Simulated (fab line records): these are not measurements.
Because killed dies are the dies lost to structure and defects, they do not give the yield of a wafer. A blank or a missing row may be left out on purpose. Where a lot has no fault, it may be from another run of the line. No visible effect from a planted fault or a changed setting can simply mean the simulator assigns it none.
Split-lot study ; flow n5Finfet ; on a route of 1938 steps: 7 lots, 39 wafers read

## ON THE SPLIT
At N5_DUMMY_GATE_CVD_03 (deposits a-Si from SiH4, target thk 150 nm, time 8042 s), the setting tempC was moved away from the recipe's 530 C on 18 of the 39 wafers read, by -4.3% to +3.4%. The other wafers ran this setting at the recipe's value.

Reading taken at the split's own step.

## THE READING
a-Si_of_DUMMY_GATE_CVD_03.thkNm (the simulator's own value, which no gauge read), in nm, at N5_DUMMY_GATE_CVD_03 (deposits a-Si from SiH4, target thk 150 nm, time 8042 s). No usual value for it is given in the file. The 21 wafers here that ran the recipe average 150.4 nm, standard deviation 1.2 nm.

wafer;tool, chamber at the split;tempC as run, C;against the recipe;a-Si_of_DUMMY_GATE_CVD_03.thkNm, nm;against lot-mates on the recipe
L076.1;-, -;520.7;-1.8%;118;no lot-mate on the recipe
L076.2;-, -;520.7;-1.8%;116.6;no lot-mate on the recipe
L076.4;-, -;520.7;-1.8%;116.6;no lot-mate on the recipe
L076.3;-, -;520.7;-1.8%;116;no lot-mate on the recipe
L076.5;-, -;520.7;-1.8%;116.8;no lot-mate on the recipe
L076.6;-, -;520.7;-1.8%;116.2;no lot-mate on the recipe
L083.1;-, -;530;recipe;148.8;-
L083.3;-, -;530;recipe;148.8;-
L083.2;-, -;530;recipe;150.2;-
L083.4;-, -;530;recipe;149.8;-
L083.5;-, -;530;recipe;149.8;-
L083.6;-, -;530;recipe;149;-
L086.1;-, -;530;recipe;151;-
L086.2;-, -;530;recipe;151.2;-
L086.3;-, -;530;recipe;150;-
L086.4;-, -;530;recipe;149;-
L086.5;-, -;530;recipe;149.8;-
L086.6;-, -;530;recipe;151.6;-
L087.1;-, -;548;+3.4%;246.4;no lot-mate on the recipe
L087.2;-, -;548;+3.4%;246.4;no lot-mate on the recipe
L087.3;-, -;548;+3.4%;247.2;no lot-mate on the recipe
L087.4;-, -;548;+3.4%;245.4;no lot-mate on the recipe
L087.5;-, -;548;+3.4%;245;no lot-mate on the recipe
L087.6;-, -;548;+3.4%;245.2;no lot-mate on the recipe
L088.2;lpcvd-01, 0/70;530;recipe;150.8;-
L088.3;lpcvd-01, 0/75;530;recipe;149;-
L088.5;lpcvd-01, 0/84;530;recipe;149.6;-
L090.1;-, -;530;recipe;150.4;-
L090.2;-, -;530;recipe;153;-
L090.3;-, -;530;recipe;151.8;-
L090.4;-, -;530;recipe;150.6;-
L090.5;-, -;530;recipe;151.6;-
L090.6;-, -;530;recipe;152.6;-
L097.1;-, -;507.1;-4.3%;79.4;no lot-mate on the recipe
L097.2;-, -;507.1;-4.3%;77.8;no lot-mate on the recipe
L097.3;-, -;507.1;-4.3%;79;no lot-mate on the recipe
L097.4;-, -;507.1;-4.3%;77.6;no lot-mate on the recipe
L097.5;-, -;507.1;-4.3%;78.4;no lot-mate on the recipe
L097.6;-, -;507.1;-4.3%;78.8;no lot-mate on the recipe

FIT RESULTS
A straight line over all 39 wafers: a-Si_of_DUMMY_GATE_CVD_03.thkNm changes by +21.4 nm for each +1% of tempC; r = +0.98; the points scatter about the line by 10 nm.
Too few moved wafers have a lot-mate on the recipe to fit a line with each lot's own level taken away.

## THE FILE'S OWN FIT
a-Si_of_DUMMY_GATE_CVD_03.thkNm changes by +21.4 nm for each +1% of tempC, r = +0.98.
